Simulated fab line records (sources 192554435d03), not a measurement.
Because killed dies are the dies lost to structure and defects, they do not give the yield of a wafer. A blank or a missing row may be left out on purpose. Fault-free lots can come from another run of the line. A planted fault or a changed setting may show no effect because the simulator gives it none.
Comparing a struck lot with a sound one + flow n5Finfet + 36 out of 1938 route steps
Sound: these wafers, L359.2, L359.4, L359.5. Wafers L374.2, L374.5, L374.6 were the ones struck. The cause is given at the end.
Each step with rows lists, per side, the tool, then ch with its chambers, then its first start. Under that, the readings that differ: sound wafers + struck wafers + difference of the means + sigmas: that difference in standard deviations of wafers without a fault.
alike: same words and numbers on both sides, and readings whose means sit less than 2 such deviations apart. not compared: any withheld reading, any reading some wafer has no value for, any bound like >300 that may hide the same value, and any number with overlapping values for which the record gives no deviation.
A row with sigmas, a row that says differs or no value, or rows on one side alone: a step with any of these is where the two part. Numbers that don't overlap but have no deviation are shown without sigmas and don't part them. Lack of a reading on every wafer of one side parts them only where that side has two or more wafers.

first, 10 steps without rows for these wafers: N5_PMOS_HMC_CHANNEL_EPI_DESCUM_14 (chemistry O2, time 7.9 s); N5_PMOS_HMC_CHANNEL_EPI_ETCH_32 (etches BARC in N2/H2, stops on SiO2, target depth 85.8 nm, time 50.3 s); N5_PMOS_HMC_CHANNEL_EPI_HM_OPEN_15 (chemistry CHF3/O2, target SiO2, target depth 40.6 nm, time 20.3 s); N5_PMOS_HMC_CHANNEL_EPI_STRIP_33 (strips in N2/H2); N5_PMOS_HMC_CHANNEL_EPI_STRIP_17 (strips in SPM, time 750 s); N5_PMOS_HMC_CHANNEL_EPI_ETCH_38 (etches SiO2 in CF4, target depth 1.5 nm); N5_PMOS_HMC_CHANNEL_EPI_FIN_RECESS_16 (chemistry HBr/Cl2, target Si, target depth 54 nm, time 18 s); N5_PMOS_HMC_CHANNEL_EPI_PRECLEAN_36 (cleans in O3/DIW, time 45 s); N5_PMOS_HMC_CHANNEL_EPI_PRECLEAN_18 (cleans in DHF, time 30 s); N5_PMOS_HMC_CHANNEL_EPI_SRD_19 (time 30 s).
N5_PMOS_HMC_CHANNEL_EPI_EPI_20: deposits SiGe30, target thk 59 nm.
  sound on epiRpcvd-02 ch 0, day 2 00:13; struck on epiRpcvd-02 ch 0, day 5 18:30
then, 24 steps without rows for these wafers: N5_PMOS_HMC_CHANNEL_EPI_HM_STRIP_35 (strips SiO2 in dHF, material SiO2, target depth 39.6 nm, time 216 s); N5_PMOS_HMC_CHANNEL_EPI_SRD_39 (time 30 s); N5_PMOS_HMC_CHANNEL_EPI_CMP_21 (polishes SiGe30, target thk 54 nm); N5_PMOS_HMC_CHANNEL_EPI_PRECLEAN_40 (cleans in DHF, time 30 s); N5_PMOS_HMC_CHANNEL_EPI_PRECLEAN_37 (cleans in O3/DIW, time 45 s); N5_PMOS_HMC_CHANNEL_EPI_PRECLEAN_24 (cleans in DHF, time 30 s); N5_PMOS_HMC_CHANNEL_EPI_SRD_25 (time 30 s); N5_PMOS_HMC_CHANNEL_EPI_EPI_26 (deposits Si from SiH4/H2, target thk 3.8 nm, time 22.7 s); N5_FIN_SAQP_PRECLEAN_42 (cleans in O3/DIW, time 60 s); N5_FIN_SAQP_PRECLEAN_00 (cleans in SC1, time 60 s); N5_FIN_SAQP_PRECLEAN_44 (cleans in SC2, time 45 s); N5_FIN_SAQP_SRD_01 (time 30 s); N5_FIN_SAQP_ALD_61 (deposits SiO2, target thk 4 nm, pulse time 1 s, purge time 2 s); N5_FIN_SAQP_DENSIFY_62 (time 60 s); N5_FIN_SAQP_HM_DEP_03 (deposits SiNx from SiH4/NH3/N2, target thk 38 nm, time 33.6 s); N5_FIN_SAQP_PECVD_47 (deposits a-Si from SiH4/He, target thk 45 nm, time 36.3 s); N5_FIN_SAQP_PECVD_48 (deposits SiNx from SiH4/NH3/N2, target thk 25 nm, time 22.1 s); N5_FIN_SAQP_PECVD_06 (deposits a-Si from SiH4/He, target thk 60 nm, time 48.1 s); N5_FIN_SAQP_HM_DEP_72 (deposits SiO2 from SiH4/N2O, target thk 12 nm, time 7.2 s); N5_FIN_SAQP_COAT_49 (time 60 s, resist thk 100 nm); N5_FIN_SAQP_COAT_50 (time 60 s, resist thk 35 nm); N5_FIN_SAQP_COAT_10 (resist thk 90 nm); N5_FIN_SAQP_EBR_12; N5_FIN_SAQP_SOFTBAKE_11 (time 60 s).
-- a jump in the record: the struck wafers' starts before and after are 6 days apart (it breaks off in module FIN_SAQP and resumes in module BEOL_M4, where the first step shown is number 1111 of the route) --
N5_BEOL_M4_RC_MEAS_101:
  sound on prober-01 ch 0, day 8 03:08; struck on prober-01 ch 0, day 11 22:40
| reading             | sound                    | struck                     | difference | sigmas |
|---------------------|--------------------------|----------------------------|------------|--------|
| IOFF_P_LONG (nA/um) | 0.000101 0.0001 0.000108 | 0.000132 0.000134 0.000138 | +0.000032  | +3     |
| VT_P_LONG (mV)      | -275 -275 -274           | -264 -266 -265             | +10        | +3     |
  alike: DIBL_N, DIBL_P, IOFF_N, IOFF_P, ION_N, ION_P, SS_N, SS_P, VT_N, VT_P

## WHERE THEY PART
At N5_BEOL_M4_RC_MEAS_101 and nowhere else, as far as this record goes.

WHY: whatever the simulator had introduced
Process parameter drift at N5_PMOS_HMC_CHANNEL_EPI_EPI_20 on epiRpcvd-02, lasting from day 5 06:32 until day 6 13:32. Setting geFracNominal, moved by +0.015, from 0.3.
